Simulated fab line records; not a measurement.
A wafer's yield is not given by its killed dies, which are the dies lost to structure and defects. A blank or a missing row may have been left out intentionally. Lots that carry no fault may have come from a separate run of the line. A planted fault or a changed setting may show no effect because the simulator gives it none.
fab line records	flow n5-finfet
record: lots: 24	wafers: 72	last-day: 17
route steps=1938 shown BEOL_M8@1352 BEOL_M9@1401
lots that met no fault: taken from a fault-free run of the same line
start-h: hours from the record's first day to the start of the lot's first wafer shown	wait-h: hours elapsed since this lot's preceding step	" identical to the entry in the row above	L1.1+2: a row that stands for several wafers	- value missing, or start not given	* or withheld: withheld	< > ~ a bound
route shown NAME@n: a module of which the file shows steps, and the number in the route of the first	usual: mean and standard deviation over wafers with no fault	same: alike in all rows	chamber/n: place in a boat	sites: the reading at each site	_std_site: their standard deviation	_edge_site: inner sites' mean taken away from outer sites' mean	radius-mm: for every site, how far away it sits from the centre of the wafer	mask NAME#n: copy n	behind: the last tool/chamber to shape the wafer	hold: reason for holding the lot/hours on hold/outcome of the hold	device: the transistor (n, p or np) that didn't switch	end of line: at the end of the route, the tests of the same wafers	a step given without rows: its recipe and nothing more	killed: not the wafer's yield, but the dies lost to structure and defects at the first sort	map: per-die view of a wafer (x killed, . not killed, _ where there is no die)
set.NAME: the setting as run; set.NAME@STEP: as run at that earlier step	model.NAME: the simulator's own value behind a step, which no gauge read
route steps across a sampled set of lots; one table per step, one row per wafer
services: from which hour (start-h, from the record's first day; less than 0 if before it) a tool's chamber was out of use, for how many hours, and why
== steps ==
step: N5_BEOL_M8_STRIP_67
recipe: chemistry: CF4	resist: SiARC	power-w: 300	bias-power-w: 75	pressure-mtorr: 50	cf4-flow-sccm: 150	rf-frequency-hz: 6e+07
usual: bias-power-w: 74.97/0.23	drypump-motor-current-A: 5.6/0.42	oes-product-au: 0.80/0.07	rf-vpp-V: 271.2/1.6	showerhead-plenum-p-Torr: 1.80/0.056	throttle-valve-pct: 13.68/0.27
lot.wafer	tool	chamber	start-h	wait-h	bias-power-w	drypump-motor-current-A	oes-product-au	rf-hours-counter-h	rf-vpp-V	showerhead-plenum-p-Torr	throttle-valve-pct
L074.1	rie-diel-04	2	194.72	0.0	74.52	5.6	0.90	24	272.8	1.83	13.68
L074.5	"	0	"	"	75.42	5.5	0.89	-	272.7	1.82	13.58
L074.6	"	3	"	"	74.92	5.4	0.81	-	271.0	1.81	13.64
L075.1	rie-diel-01	2	208.89	0.0	74.59	5.5	0.89	38	273.2	1.90	13.14
L075.2	"	0	"	"	75.13	5.9	0.93	20	273.5	1.84	13.36
L075.4	"	3	"	"	74.72	6.2	0.80	108	273.8	1.87	13.88
L076.4	rie-diel-02	1	211.26	0.0	74.85	5.4	0.89	25	268.2	1.76	13.33
L076.5	"	0	"	"	74.85	5.6	0.74	-	271.5	1.78	13.92
L076.6	"	3	"	"	75.09	4.9	0.74	-	271.8	1.79	13.67
L077.1	rie-diel-02	0	220.17	0.0	75.07	5.6	0.74	189	269.4	1.78	13.90
L077.2	"	2	"	"	74.94	5.1	0.71	193	267.8	1.71	13.92
L077.6	"	3	"	"	75.07	4.9	0.73	-	270.3	1.79	13.69
L078.1	rie-diel-01	1	220.37	0.0	74.95	6.1	0.76	131	270.5	1.74	13.86
L078.4	"	2	"	"	74.49	5.6	0.88	42	273.4	1.90	13.15
L078.6	"	0	"	"	74.98	5.9	0.93	-	271.2	1.83	13.36
L079.4	rie-diel-01	3	227.47	0.0	75.30	6.2	0.79	115	273.4	1.87	13.90
L079.5	"	1	"	"	74.90	6.1	0.75	-	269.6	1.74	13.87
L079.6	"	2	"	"	74.94	5.6	0.88	-	273.8	1.90	13.16
L080.1	rie-diel-02	1	231.89	0.0	74.61	5.4	0.88	33	268.9	1.75	13.36
L080.3	"	0	"	"	75.15	5.6	0.74	192	269.7	1.78	13.94
L080.4	"	3	"	"	74.95	4.9	0.72	178	270.1	1.79	13.67
L082.2	rie-diel-04	3	244.19	0.0	74.99	5.4	0.78	112	270.0	1.80	13.66
L082.3	"	0	"	"	74.94	5.5	0.86	58	271.3	1.82	13.66
L082.6	"	0	"	"	75.33	5.5	0.86	-	271.9	1.82	13.66
L081.2	rie-diel-04	3	244.62	0.0	74.68	5.4	0.80	112	268.7	1.80	13.67
L081.4	"	2	"	"	74.89	5.6	0.87	-	270.6	1.83	13.73
L081.6	"	3	"	"	74.87	5.4	0.78	-	271.5	1.80	13.70
L083.1	rie-diel-02	2	244.73	0.0	74.63	5.0	0.71	200	268.9	1.71	13.93
L083.2	"	1	"	"	74.74	5.3	0.88	36	269.1	1.75	13.36
L083.6	"	2	"	"	75.07	5.0	0.70	-	268.6	1.71	13.94
L084.1	rie-diel-01	1	249.67	0.0	74.75	6.1	0.75	143	270.4	1.73	13.90
L084.2	"	0	"	"	75.14	6.0	0.91	36	271.1	1.83	13.39
L084.4	"	2	"	"	74.95	5.6	0.87	53	273.4	1.89	13.20
L085.1	rie-diel-02	0	264.50	0.0	75.59	5.6	0.73	204	270.9	1.78	13.96
L085.2	"	2	"	"	74.82	5.0	0.70	208	270.4	1.70	13.95
L085.4	"	1	"	"	74.95	5.4	0.86	44	269.4	1.75	13.35
L088.1	rie-diel-02	1	271.87	0.0	75.20	5.3	0.86	46	270.7	1.75	13.36
L088.2	"	0	"	"	74.70	5.6	0.73	206	271.9	1.78	13.96
L088.3	"	3	"	"	74.81	4.9	0.71	192	270.9	1.79	13.72
L086.1	rie-diel-02	3	272.22	0.0	75.17	4.9	0.72	192	269.3	1.79	13.72
L086.3	"	1	"	"	75.30	5.4	0.86	46	272.9	1.75	13.37
L086.4	"	2	"	"	75.16	5.0	0.70	209	268.7	1.70	13.96
L087.3	rie-diel-02	0	273.09	0.0	75.24	5.6	0.73	207	271.8	1.78	13.97
L087.5	"	2	"	"	74.64	5.0	0.70	-	271.0	1.70	13.95
L087.6	"	1	"	"	75.01	5.4	0.86	-	270.9	1.75	13.37
L089.1	rie-diel-04	3	294.99	0.0	74.86	5.4	0.76	132	271.7	1.80	13.72
L089.4	"	0	"	"	75.07	5.5	0.84	78	271.5	1.81	13.69
L089.6	"	3	"	"	74.75	5.4	0.77	-	270.9	1.80	13.72
L090.1	rie-diel-01	1	300.74	0.0	74.92	6.1	0.73	165	269.1	1.73	13.95
L090.2	"	3	"	"	75.26	6.2	0.77	142	273.5	1.86	13.96
L090.5	"	3	"	"	75.01	6.2	0.77	-	273.6	1.86	13.95
L091.3	rie-diel-04	3	303.19	0.0	75.11	5.4	0.77	134	269.5	1.80	13.72
L091.4	"	0	"	"	74.94	5.5	0.82	81	272.4	1.81	13.71
L091.6	"	0	"	"	74.98	5.5	0.83	-	271.8	1.81	13.71
L093.1	rie-diel-01	2	306.97	0.0	74.74	5.6	0.84	71	272.6	1.89	13.21
L093.4	"	1	"	"	74.80	6.1	0.73	167	269.9	1.73	13.94
L093.6	"	0	"	"	74.64	5.9	0.87	-	271.6	1.83	13.45
L092.1	rie-diel-01	1	309.52	0.0	74.85	6.1	0.73	169	269.0	1.73	13.93
L092.3	"	2	"	"	74.84	5.6	0.84	73	273.4	1.89	13.23
L092.6	"	1	"	"	75.04	6.1	0.73	-	269.1	1.73	13.94
L094.1	rie-diel-01	1	318.49	0.0	74.94	6.1	0.72	173	267.9	1.73	13.98
L094.2	"	2	"	"	75.01	5.6	0.85	77	272.1	1.89	13.23
L094.3	"	3	"	"	74.75	6.2	0.76	149	272.7	1.86	13.96
L095.2	rie-diel-01	1	320.92	0.0	74.88	6.1	0.72	174	270.5	1.73	13.97
L095.3	"	3	"	"	74.58	6.2	0.76	151	274.4	1.86	13.97
L095.6	"	3	"	"	74.70	6.2	0.76	-	274.0	1.86	13.99
L097.3	rie-diel-01	2	333.92	0.0	75.07	5.6	0.83	84	274.2	1.88	13.26
L097.4	"	0	"	"	74.92	5.9	0.87	63	273.3	1.82	13.46
L097.6	"	2	"	"	75.10	5.6	0.83	-	272.8	1.88	13.25
L096.1	rie-diel-02	0	339.70	0.0	75.01	5.6	0.71	230	271.2	1.77	14.04
L096.3	"	1	"	"	74.91	5.4	0.83	69	271.1	1.75	13.43
L096.5	"	1	"	"	75.03	5.3	0.83	-	269.6	1.74	13.42
step: N5_BEOL_M8_ANNEAL_51
recipe: temp-c: 225	time-s: 90	ambient: N2
usual: anneal-temp-c: 225.01/0.17	wafer_temp_C_max: 226.5/0.38
same: time-s: 90
lot.wafer	tool	chamber	start-h	wait-h	anneal-temp-c	wafer_temp_C_max
L074.1	rtp-anneal-01	0	200.60	0.3	224.74	226.3
L074.5	"	0	"	"	225.07	226.1
L074.6	"	0	"	"	225.10	226.0
L075.1	rtp-anneal-02	0	213.49	0.1	225.00	226.6
L075.2	"	0	"	"	225.00	226.7
L075.4	"	0	"	"	225.13	226.7
L076.4	rtp-anneal-01	0	214.92	0.2	224.95	226.2
L076.5	"	0	"	"	225.35	226.6
L076.6	"	0	"	"	225.20	226.1
L077.1	rtp-anneal-01	0	222.70	0.1	224.97	226.3
L077.2	"	0	"	"	224.97	226.6
L077.6	"	0	"	"	225.04	226.4
L078.1	rtp-anneal-01	0	223.34	0.1	225.29	226.5
L078.4	"	0	"	"	225.18	226.1
L078.6	"	0	"	"	225.24	225.5
L079.4	rtp-anneal-02	0	231.25	0.2	225.06	226.6
L079.5	"	0	"	"	225.18	226.6
L079.6	"	0	"	"	224.97	226.5
L080.1	rtp-anneal-01	0	236.15	0.2	225.16	227.2
L080.3	"	0	"	"	225.27	226.8
L080.4	"	0	"	"	224.98	226.7
L082.2	rtp-anneal-01	0	248.52	0.3	224.96	226.0
L082.3	"	0	"	"	224.87	226.4
L082.6	"	0	"	"	224.76	226.3
L081.2	rtp-anneal-01	0	248.86	0.1	224.79	226.5
L081.4	"	0	"	"	224.93	226.3
L081.6	"	0	"	"	224.95	226.2
L083.1	rtp-anneal-01	0	250.71	0.1	224.72	226.8
L083.2	"	0	"	"	224.99	226.1
L083.6	"	0	"	"	224.92	226.6
L084.1	rtp-anneal-02	0	256.79	1.0	224.87	227.0
L084.2	"	0	"	"	224.90	227.1
L084.4	"	0	"	"	224.87	226.4
L085.1	rtp-anneal-01	0	268.86	0.5	224.92	226.8
L085.2	"	0	"	"	225.20	226.0
L085.4	"	0	"	"	225.24	226.3
L088.1	rtp-anneal-01	0	278.46	0.5	224.97	226.3
L088.2	"	0	"	"	225.32	226.2
L088.3	"	0	"	"	225.15	225.8
L087.3	rtp-anneal-01	0	279.09	0.6	225.16	226.2
L087.5	"	0	"	"	225.01	226.3
L087.6	"	0	"	"	225.09	226.1
L086.1	rtp-anneal-01	0	279.45	0.9	225.17	226.4
L086.3	"	0	"	"	225.22	226.4
L086.4	"	0	"	"	225.20	225.8
L089.1	rtp-anneal-02	0	299.32	0.1	225.08	226.8
L089.4	"	0	"	"	225.06	227.1
L089.6	"	0	"	"	224.77	227.7
L090.1	rtp-anneal-02	0	304.26	0.2	224.83	227.0
L090.2	"	0	"	"	225.00	227.1
L090.5	"	0	"	"	224.97	227.2
L091.3	rtp-anneal-02	0	306.80	0.3	225.23	227.3
L091.4	"	0	"	"	225.21	226.6
L091.6	"	0	"	"	225.20	227.0
L093.1	rtp-anneal-01	0	311.46	0.1	225.01	225.7
L093.4	"	0	"	"	225.09	225.9
L093.6	"	0	"	"	225.16	226.8
L092.1	rtp-anneal-02	0	317.41	0.3	225.05	226.8
L092.3	"	0	"	"	224.67	226.6
L092.6	"	0	"	"	224.98	226.4
L094.1	rtp-anneal-02	0	323.30	0.1	224.95	226.8
L094.2	"	0	"	"	224.95	226.5
L094.3	"	0	"	"	224.95	226.7
L095.2	rtp-anneal-02	0	326.95	0.3	224.82	226.7
L095.3	"	0	"	"	225.03	226.3
L095.6	"	0	"	"	224.98	226.3
L097.3	rtp-anneal-02	0	337.74	0.2	224.96	226.9
L097.4	"	0	"	"	224.98	227.4
L097.6	"	0	"	"	224.65	227.0
L096.1	rtp-anneal-02	0	342.46	0.2	224.89	226.6
L096.3	"	0	"	"	225.03	227.0
L096.5	"	0	"	"	225.15	226.4
step: N5_BEOL_M8_THK_MEAS_53
recipe: thk-meas-gauge: xrf	reads: Cu_of_BEOL_M8_ECD_50
usual: M8_THK: 78.9/1.7
lot.wafer	tool	chamber	start-h	wait-h	M8_THK[nm]
L074.1	film-metro-02	-	201.19	-	77.0
L074.5	"	-	"	"	78.3
L074.6	"	-	"	"	79.9
L075.1	film-metro-02	-	214.08	-	81.3
L075.2	"	-	"	"	80.9
L075.4	"	-	"	"	79.7
L076.4	film-metro-02	-	215.37	-	79.7
L076.5	"	-	"	"	81.2
L076.6	"	-	"	"	80.9
L077.1	film-metro-02	-	223.30	-	79.4
L077.2	"	-	"	"	78.6
L077.6	"	-	"	"	79.9
L078.1	film-metro-02	-	223.93	-	79.7
L078.4	"	-	"	"	80.1
L078.6	"	-	"	"	80.5
L079.4	film-metro-01	-	231.71	-	76.2
L079.5	"	-	"	"	78.3
L079.6	"	-	"	"	76.9
L080.1	film-metro-02	-	236.74	-	79.9
L080.3	"	-	"	"	80.5
L080.4	"	-	"	"	79.8
L082.2	film-metro-02	-	249.07	-	81.5
L082.3	"	-	"	"	81.1
L082.6	"	-	"	"	80.1
L081.2	film-metro-01	-	249.41	-	78.5
L081.4	"	-	"	"	78.1
L081.6	"	-	"	"	76.7
L083.1	film-metro-02	-	251.32	-	78.1
L083.2	"	-	"	"	76.0
L083.6	"	-	"	"	76.8
L084.1	film-metro-01	-	257.38	-	77.5
L084.2	"	-	"	"	77.7
L084.4	"	-	"	"	77.3
L085.1	film-metro-02	-	269.45	-	78.1
L085.2	"	-	"	"	79.7
L085.4	"	-	"	"	81.4
L088.1	film-metro-02	-	279.06	-	76.4
L088.2	"	-	"	"	75.6
L088.3	"	-	"	"	78.6
L087.3	film-metro-02	-	279.60	-	77.8
L087.5	"	-	"	"	77.0
L087.6	"	-	"	"	77.4
L086.1	film-metro-02	-	280.06	-	81.6
L086.3	"	-	"	"	81.5
L086.4	"	-	"	"	80.0
L089.1	film-metro-01	-	299.91	-	77.3
L089.4	"	-	"	"	78.0
L089.6	"	-	"	"	80.2
L090.1	film-metro-01	-	304.85	-	79.7
L090.2	"	-	"	"	79.4
L090.5	"	-	"	"	78.7
L091.3	film-metro-02	-	307.30	-	78.8
L091.4	"	-	"	"	79.7
L091.6	"	-	"	"	80.1
L093.1	film-metro-01	-	312.05	-	81.6
L093.4	"	-	"	"	79.5
L093.6	"	-	"	"	80.8
L092.1	film-metro-02	-	318.00	-	76.4
L092.3	"	-	"	"	77.5
L092.6	"	-	"	"	75.0
L094.1	film-metro-01	-	323.89	-	75.5
L094.2	"	-	"	"	78.5
L094.3	"	-	"	"	76.0
L095.2	film-metro-01	-	327.50	-	77.7
L095.3	"	-	"	"	78.6
L095.6	"	-	"	"	77.4
L097.3	film-metro-01	-	338.24	-	80.3
L097.4	"	-	"	"	78.8
L097.6	"	-	"	"	79.2
L096.1	film-metro-02	-	343.07	-	79.2
L096.3	"	-	"	"	77.7
L096.5	"	-	"	"	77.1
step: N5_BEOL_M9_ILD_DEP_00
recipe: material: SiCOH_lowk	target-thk-a: 3085.1	temp-c: 300	precursor: DEMS/porogen	pressure-torr: 5	rf-w: 500	time-s: 58
usual: heater-power-w: 289/43	rf-fwd-power-W: 496.7/1.5	showerhead-plenum-p-Torr: 5.741/0.017	throttle-valve-pct: 14.1/0.59
same: time-s: 58
lot.wafer	tool	chamber	start-h	wait-h	heater-power-w	rf-fwd-power-W	showerhead-plenum-p-Torr	throttle-valve-pct
L074.1	pecvd-04	2	201.39	0.0	286	499.3	5.734	13.9
L074.5	"	1	"	"	285	496.4	5.718	14.7
L074.6	"	2	"	"	296	497.2	5.761	14.1
L075.1	pecvd-03	1	214.28	0.0	306	497.4	5.740	13.7
L075.2	"	0	"	"	280	494.6	5.759	13.6
L075.4	"	0	"	"	294	497.9	5.768	13.8
L076.4	pecvd-04	1	215.62	0.1	262	497.0	5.727	14.6
L076.5	"	2	"	"	317	497.0	5.747	14.2
L076.6	"	0	"	"	262	496.3	5.731	14.5
L077.1	pecvd-04	1	223.49	0.0	288	497.3	5.728	14.9
L077.2	"	0	"	"	260	497.4	5.734	14.1
L077.6	"	1	"	"	226	495.8	5.714	14.7
L078.1	pecvd-02	1	224.13	0.0	315	496.3	5.734	13.4
L078.4	"	1	"	"	322	497.0	5.734	13.2
L078.6	"	0	"	"	305	497.0	5.759	14.0
L079.4	pecvd-02	0	231.93	0.1	381	496.9	5.760	14.3
L079.5	"	2	"	"	373	497.5	5.746	12.9
L079.6	"	1	"	"	326	495.1	5.737	13.4
L080.1	pecvd-04	2	236.94	0.0	260	499.0	5.756	14.0
L080.3	"	1	"	"	266	496.6	5.713	14.9
L080.4	"	2	"	"	265	499.3	5.753	14.0
L082.2	pecvd-04	0	249.26	0.0	237	496.1	5.762	14.2
L082.3	"	2	"	"	310	498.6	5.756	13.9
L082.6	"	1	"	"	260	495.1	5.725	15.3
L081.2	pecvd-04	0	249.60	0.0	228	497.4	5.733	14.2
L081.4	"	0	"	"	239	495.9	5.736	14.1
L081.6	"	1	"	"	222	495.6	5.724	15.0
L083.1	pecvd-04	1	251.51	0.0	292	495.5	5.729	15.1
L083.2	"	2	"	"	318	497.5	5.756	14.2
L083.6	"	1	"	"	297	492.2	5.717	14.7
L084.1	pecvd-03	0	257.57	0.0	266	496.2	5.781	13.5
L084.2	"	1	"	"	276	498.0	5.731	13.9
L084.4	"	2	"	"	240	495.4	5.725	13.9
L085.1	pecvd-02	1	269.65	0.0	300	499.5	5.731	13.4
L085.2	"	0	"	"	380	497.3	5.754	14.1
L085.4	"	2	"	"	354	497.2	5.740	12.9
L088.1	pecvd-03	1	279.25	0.0	327	494.2	5.737	14.1
L088.2	"	2	"	"	306	499.4	5.741	14.1
L088.3	"	0	"	"	257	496.7	5.753	13.3
L087.3	pecvd-04	2	279.79	0.0	275	497.0	5.761	14.1
L087.5	"	0	"	"	233	497.6	5.736	14.1
L087.6	"	1	"	"	282	495.3	5.704	15.1
L086.1	pecvd-03	1	280.25	0.0	333	496.6	5.744	14.1
L086.3	"	0	"	"	290	499.9	5.773	13.6
L086.4	"	1	"	"	332	497.0	5.740	13.8
L089.1	pecvd-04	1	300.11	0.0	261	495.3	5.721	14.9
L089.4	"	1	"	"	266	496.2	5.734	15.1
L089.6	"	0	"	"	204	496.9	5.743	14.5
L090.1	pecvd-02	0	305.05	0.0	355	496.1	5.769	14.2
L090.2	"	1	"	"	290	493.8	5.720	13.3
L090.5	"	0	"	"	365	494.6	5.775	13.9
L091.3	pecvd-04	1	307.49	0.0	288	494.8	5.722	14.7
L091.4	"	0	"	"	229	496.0	5.737	14.1
L091.6	"	2	"	"	269	497.3	5.758	14.2
L093.1	pecvd-04	1	312.25	0.0	236	494.6	5.725	15.0
L093.4	"	1	"	"	250	494.9	5.734	14.9
L093.6	"	2	"	"	317	499.2	5.740	14.0
L092.1	pecvd-04	2	318.20	0.0	257	497.4	5.763	13.8
L092.3	"	0	"	"	246	494.3	5.735	14.0
L092.6	"	1	"	"	257	497.7	5.714	15.1
L094.1	pecvd-02	1	324.09	0.0	329	496.1	5.739	13.6
L094.2	"	2	"	"	350	495.4	5.747	12.7
L094.3	"	0	"	"	371	499.7	5.783	14.0
L095.2	pecvd-04	0	327.69	0.0	237	496.5	5.745	14.2
L095.3	"	2	"	"	270	498.5	5.782	14.1
L095.6	"	1	"	"	223	493.3	5.729	15.2
L097.3	pecvd-03	2	338.49	0.1	292	495.4	5.732	14.0
L097.4	"	1	"	"	328	498.3	5.733	14.1
L097.6	"	1	"	"	337	500.3	5.748	13.6
L096.1	pecvd-04	1	343.30	0.0	273	497.3	5.703	15.2
L096.3	"	2	"	"	287	496.8	5.756	14.1
L096.5	"	0	"	"	246	496.3	5.743	14.6
step: N5_BEOL_M9_CURE_71
recipe: temp-c: 385	time-s: 240	ambient: He/Ar	material: SiCOH_lowk
usual: lamp-power-pct: 52.31/0.054	wafer_temp_C_max: 387.1/0.8
same: time-s: 240
lot.wafer	tool	chamber	start-h	wait-h	lamp-power-pct	wafer_temp_C_max
L074.1	uv-cure-02	2	201.46	0.0	52.22	386.7
L074.5	"	2	"	"	52.36	386.5
L074.6	"	2	"	"	52.29	387.4
L075.1	uv-cure-02	2	214.35	0.0	52.23	387.4
L075.2	"	2	"	"	52.17	387.4
L075.4	"	2	"	"	52.37	387.3
L076.4	uv-cure-02	2	215.91	0.3	52.33	387.4
L076.5	"	2	"	"	52.22	386.8
L076.6	"	2	"	"	52.36	387.3
L077.1	uv-cure-01	1	223.60	0.1	52.41	386.6
L077.2	"	1	"	"	52.31	386.5
L077.6	"	1	"	"	52.34	386.5
L078.1	uv-cure-03	0	224.20	0.0	52.31	386.9
L078.4	"	0	"	"	52.35	386.4
L078.6	"	0	"	"	52.37	386.8
L079.4	uv-cure-01	2	232.46	0.5	52.31	389.2
L079.5	"	2	"	"	52.33	388.3
L079.6	"	2	"	"	52.34	388.5
L080.1	uv-cure-01	2	237.02	0.0	52.34	388.4
L080.3	"	2	"	"	52.32	388.8
L080.4	"	2	"	"	52.37	387.2
L082.2	uv-cure-01	2	249.62	0.3	52.30	389.2
L082.3	"	2	"	"	52.27	388.3
L082.6	"	2	"	"	52.28	388.0
L081.2	uv-cure-01	2	250.40	0.8	52.30	387.8
L081.4	"	2	"	"	52.27	388.1
L081.6	"	2	"	"	52.39	388.0
L083.1	uv-cure-03	1	251.59	0.0	52.33	387.0
L083.2	"	1	"	"	52.35	388.0
L083.6	"	1	"	"	52.34	388.3
L084.1	uv-cure-01	1	257.65	0.0	52.22	386.9
L084.2	"	1	"	"	52.33	387.1
L084.4	"	1	"	"	52.35	386.1
L085.1	uv-cure-03	0	269.73	0.0	52.32	386.1
L085.2	"	0	"	"	52.30	386.8
L085.4	"	0	"	"	52.36	386.5
L088.1	uv-cure-01	0	279.33	0.0	52.30	386.7
L088.2	"	0	"	"	52.26	388.1
L088.3	"	0	"	"	52.37	386.6
L087.3	uv-cure-03	0	280.03	0.2	52.32	387.1
L087.5	"	0	"	"	52.22	387.1
L087.6	"	0	"	"	52.26	386.5
L086.1	uv-cure-01	1	280.33	0.0	52.40	386.6
L086.3	"	1	"	"	52.33	386.3
L086.4	"	1	"	"	52.33	386.2
L089.1	uv-cure-03	1	300.18	0.0	52.34	388.4
L089.4	"	1	"	"	52.27	388.3
L089.6	"	1	"	"	52.24	388.3
L090.1	uv-cure-01	0	305.47	0.4	52.31	387.4
L090.2	"	0	"	"	52.29	387.2
L090.5	"	0	"	"	52.32	386.5
L091.3	uv-cure-01	1	307.88	0.4	52.28	386.7
L091.4	"	1	"	"	52.41	386.4
L091.6	"	1	"	"	52.28	386.3
L093.1	uv-cure-03	2	312.33	0.0	52.39	386.1
L093.4	"	2	"	"	52.27	386.3
L093.6	"	2	"	"	52.31	386.2
L092.1	uv-cure-02	1	318.28	0.0	52.26	387.3
L092.3	"	1	"	"	52.34	386.4
L092.6	"	1	"	"	52.30	386.2
L094.1	uv-cure-03	0	324.45	0.3	52.26	386.5
L094.2	"	0	"	"	52.31	386.8
L094.3	"	0	"	"	52.33	387.7
L095.2	uv-cure-01	1	327.85	0.1	52.27	386.3
L095.3	"	1	"	"	52.25	386.4
L095.6	"	1	"	"	52.40	386.1
L097.3	uv-cure-01	0	338.73	0.2	52.26	387.6
L097.4	"	0	"	"	52.28	386.7
L097.6	"	0	"	"	52.28	387.2
L096.1	uv-cure-03	2	343.38	0.0	52.30	386.4
L096.3	"	2	"	"	52.29	386.6
L096.5	"	2	"	"	52.36	386.0
step: N5_BEOL_M9_CD_MEAS_11
recipe: target-cd-nm: 64.1	landing-energy-ev: 500	detector: se-inlens	polarity: opening
usual: cd-nm: 64.1/0.46
lot.wafer	tool	chamber	start-h	wait-h	cd-nm
L074.1	cd-sem-03	0	202.63	-	64.1
L074.5	"	0	"	"	63.6
L074.6	"	0	"	"	64.6
L075.1	cd-sem-01	0	215.70	-	63.6
L075.2	"	0	"	"	63.5
L075.4	"	0	"	"	63.7
L076.4	cd-sem-03	0	223.80	-	64.4
L076.5	"	0	"	"	63.5
L076.6	"	0	"	"	64.5
L077.1	cd-sem-03	0	225.35	-	64.1
L077.2	"	0	"	"	64.2
L077.6	"	0	"	"	63.9
L078.1	cd-sem-02	0	225.51	-	64.4
L078.4	"	0	"	"	64.4
L078.6	"	0	"	"	64.3
L079.4	cd-sem-02	0	234.33	-	63.2
L079.5	"	0	"	"	62.8
L079.6	"	0	"	"	63.8
L080.1	cd-sem-03	0	239.90	-	64.6
L080.3	"	0	"	"	64.7
L080.4	"	0	"	"	65.0
L082.2	cd-sem-02	0	251.17	-	64.1
L082.3	"	0	"	"	64.1
L082.6	"	0	"	"	64.6
L081.2	cd-sem-01	0	254.55	-	64.7
L081.4	"	0	"	"	64.0
L081.6	"	0	"	"	63.8
L083.1	cd-sem-02	0	254.91	-	64.2
L083.2	"	0	"	"	63.6
L083.6	"	0	"	"	63.7
L084.1	cd-sem-02	0	259.26	-	63.8
L084.2	"	0	"	"	64.2
L084.4	"	0	"	"	63.5
L085.1	cd-sem-03	0	271.99	-	64.1
L085.2	"	0	"	"	64.9
L085.4	"	0	"	"	64.0
L088.1	cd-sem-02	0	281.92	-	64.7
L088.2	"	0	"	"	64.4
L088.3	"	0	"	"	64.2
L087.3	cd-sem-03	0	282.25	-	63.8
L087.5	"	0	"	"	63.9
L087.6	"	0	"	"	64.0
L086.1	cd-sem-03	0	282.45	-	63.9
L086.3	"	0	"	"	63.7
L086.4	"	0	"	"	63.7
L089.1	cd-sem-02	0	302.76	-	64.1
L089.4	"	0	"	"	63.8
L089.6	"	0	"	"	63.5
L090.1	cd-sem-01	0	306.83	-	64.1
L090.2	"	0	"	"	64.3
L090.5	"	0	"	"	64.1
L091.3	cd-sem-03	0	309.07	-	64.2
L091.4	"	0	"	"	63.7
L091.6	"	0	"	"	64.1
L093.1	cd-sem-02	0	314.73	-	64.9
L093.4	"	0	"	"	64.4
L093.6	"	0	"	"	64.9
L092.1	cd-sem-03	0	320.71	-	63.7
L092.3	"	0	"	"	64.3
L092.6	"	0	"	"	64.0
L094.1	cd-sem-02	0	326.86	-	64.9
L094.2	"	0	"	"	64.1
L094.3	"	0	"	"	64.5
L095.2	cd-sem-03	0	329.85	-	64.3
L095.3	"	0	"	"	65.0
L095.6	"	0	"	"	64.4
L097.3	cd-sem-02	0	340.28	-	64.3
L097.4	"	0	"	"	64.2
L097.6	"	0	"	"	64.4
L096.1	cd-sem-01	0	345.79	-	64.0
L096.3	"	0	"	"	64.3
L096.5	"	0	"	"	64.2
== services ==
tool	chamber	start-h	hours	kind
rie-diel-02	0	180.49	4.4	repair
pecvd-03	1	189.22	5.5	scheduled-down
uv-cure-02	-	199.29	1.0	pm
uv-cure-02	-	204.21	0.3	repair
uv-cure-01	-	204.74	3.4	pm
pecvd-04	2	218.76	5.5	scheduled-down
rie-diel-02	-	220.78	2.3	repair
rie-diel-04	1	229.53	-	clean
rie-diel-04	1	229.53	-	consumable-replace:focus-ring
rie-diel-04	1	229.53	26.2	scheduled-down
rie-diel-04	1	229.53	26.2	vent-cycle
uv-cure-03	-	242.71	7.5	pm
uv-cure-02	-	247.13	7.5	pm
rie-diel-01	3	270.15	5.9	repair
pecvd-02	0	274.56	2.1	scheduled-down
pecvd-04	1	284.82	5.5	scheduled-down
uv-cure-02	-	285.75	0.9	repair
rie-diel-01	2	285.76	10.5	repair
uv-cure-02	-	294.54	2.1	pm
uv-cure-01	-	295.81	2.8	pm
rie-diel-01	0	307.46	4.7	repair
rie-diel-01	0	314.89	13.9	repair
rie-diel-01	1	329.92	2.2	repair
pecvd-03	0	332.84	21.3	repair
== key ==
fault none
